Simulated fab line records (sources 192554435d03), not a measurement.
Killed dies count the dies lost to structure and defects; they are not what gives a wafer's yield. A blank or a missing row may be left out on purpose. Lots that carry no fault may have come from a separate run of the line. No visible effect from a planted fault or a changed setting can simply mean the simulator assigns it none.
Matching of chambers ; flow n5_finfet ; 4 sister chambers for N5_BEOL_M7_ETCH_61 on rie_diel-05
The step etches SiARC in CF4, target depth 45.5 nm, time 75.8 s. 20 wafers are shown with their chamber, then 10 later ones without.

## EACH WAFER AND ITS CHAMBER
wafer;chamber;drypump_motor_current_A (A);throttle_valve_pct (%);showerhead_plenum_p_Torr (Torr)
L074.2;3;5.8;16.01;2.23
L074.3;2;5.9;15.65;2.16
L074.5;3;5.8;16.01;2.23
L075.3;3;5.9;16.01;2.23
L075.4;1;5.8;15.42;2.11
L075.6;0;5.0;15.93;2.15
L081.1;0;5.0;15.96;2.14
L081.2;1;5.8;15.45;2.10
L081.3;3;5.8;16.03;2.22
L080.1;1;5.8;15.45;2.10
L080.2;3;5.8;16.02;2.22
L080.4;3;5.8;16.03;2.22
L086.2;1;5.8;15.47;2.10
L086.3;2;5.9;15.69;2.15
L086.5;1;5.8;15.45;2.10
L088.1;2;5.9;15.72;2.15
L088.2;1;5.8;15.46;2.10
L088.3;0;5.0;15.99;2.14
L088.4;3;5.9;16.07;2.22
L088.5;3;5.9;16.05;2.22

SIGNATURES (averages over the wafers above)
reading;chamber 0;chamber 1;chamber 2;chamber 3;scatter within a chamber
drypump_motor_current_A;5.000;5.800;5.900;5.838;0.0342
throttle_valve_pct;15.9600;15.4500;15.6867;16.0288;0.0237
showerhead_plenum_p_Torr;2.1433;2.1017;2.1533;2.2237;0.00503
Rule: distance of a wafer from a chamber = root of the sum over the readings of ((wafer's reading minus chamber's mean) / reading's scatter) squared. If the next closest chamber is less than 2 further off than the closest, the wafer can't be placed; otherwise it belongs to the closest. The scatter: take each reading less its chamber's mean, square it, sum over the shown wafers, divide by the number of wafers less the number of chambers, and take the root.

## WAFERS WHOSE CHAMBER IS MISSING
wafer;drypump_motor_current_A (A);throttle_valve_pct (%);showerhead_plenum_p_Torr (Torr)
L088.6;5.9;15.70;2.15
L097.1;5.0;16.03;2.13
L097.2;5.9;15.72;2.15
L097.3;5.8;15.51;2.09
L097.4;5.9;16.08;2.21
L097.5;5.8;16.08;2.21
L097.6;5.0;16.01;2.13
L096.2;5.9;15.75;2.15
L096.3;5.8;15.50;2.09
L096.4;5.9;16.09;2.21

## EACH ONE'S CHAMBER
wafer;from the rows above;in truth
L088.6;2;2
L097.1;0;0
L097.2;2;2
L097.3;1;1
L097.4;3;3
L097.5;3;3
L097.6;0;0
L096.2;2;2
L096.3;1;1
L096.4;3;3
Placed correctly: 10 of 10. Number that these rows cannot place: 0. Wrongly placed: 0.
